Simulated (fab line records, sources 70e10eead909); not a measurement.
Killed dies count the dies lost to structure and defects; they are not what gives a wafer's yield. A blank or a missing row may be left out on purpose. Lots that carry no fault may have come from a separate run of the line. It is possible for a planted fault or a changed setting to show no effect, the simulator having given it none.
Matching of chambers || flow nand harc || NHARC_P_CONTACT_DEP_30 on pecvd-04: 3 sister chambers
The step deposits SiNx, target thk 30 nm. 6 wafers are shown with their chamber, then 7 later ones without.

## WAFERS, EACH WITH ITS CHAMBER
{"wafer": "L370.4", "chamber": 2, "heater power w (W)": 976}
{"wafer": "L369.5", "chamber": 2, "heater power w (W)": 928}
{"wafer": "L373.2", "chamber": 0, "heater power w (W)": 639}
{"wafer": "L373.4", "chamber": 1, "heater power w (W)": 605}
{"wafer": "L378.2", "chamber": 0, "heater power w (W)": 636}
{"wafer": "L378.5", "chamber": 1, "heater power w (W)": 650}

## WAFERS WHOSE CHAMBER IS MISSING
{"wafer": "L378.6", "heater power w (W)": 637}
{"wafer": "L388.2", "heater power w (W)": 676}
{"wafer": "L388.4", "heater power w (W)": 656}
{"wafer": "L388.6", "heater power w (W)": 952}
{"wafer": "L390.1", "heater power w (W)": 652}
{"wafer": "L390.2", "heater power w (W)": 665}
{"wafer": "L390.3", "heater power w (W)": 916}

## WHICH CHAMBER EACH ONE RAN IN
{"wafer": "L378.6", "from the rows above": "can't be placed: 0 or 1", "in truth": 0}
{"wafer": "L388.2", "from the rows above": "can't be placed: 0 or 1", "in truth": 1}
{"wafer": "L388.4", "from the rows above": "can't be placed: 0 or 1", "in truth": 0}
{"wafer": "L388.6", "from the rows above": 2, "in truth": 2}
{"wafer": "L390.1", "from the rows above": "can't be placed: 0 or 1", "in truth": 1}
{"wafer": "L390.2", "from the rows above": "can't be placed: 0 or 1", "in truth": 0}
{"wafer": "L390.3", "from the rows above": 2, "in truth": 2}
2 of 7 placed correctly. Not placeable from these rows: 5 (in 5, the candidates include the true chamber). Wrongly placed: 0.
How it was worked out, from the rows above alone: a wafer's distance from a chamber is the root of the sum, over the readings, of the square of ((its reading less the chamber's mean) divided by the reading's scatter). The wafer belongs to the nearest chamber; if the next one is less than 2 further off, it can't be placed. The mean given for a chamber averages the wafers shown for that chamber. The scatter: take each reading less its chamber's mean, square it, sum over the shown wafers, divide by the number of wafers less the number of chambers, and take the root.
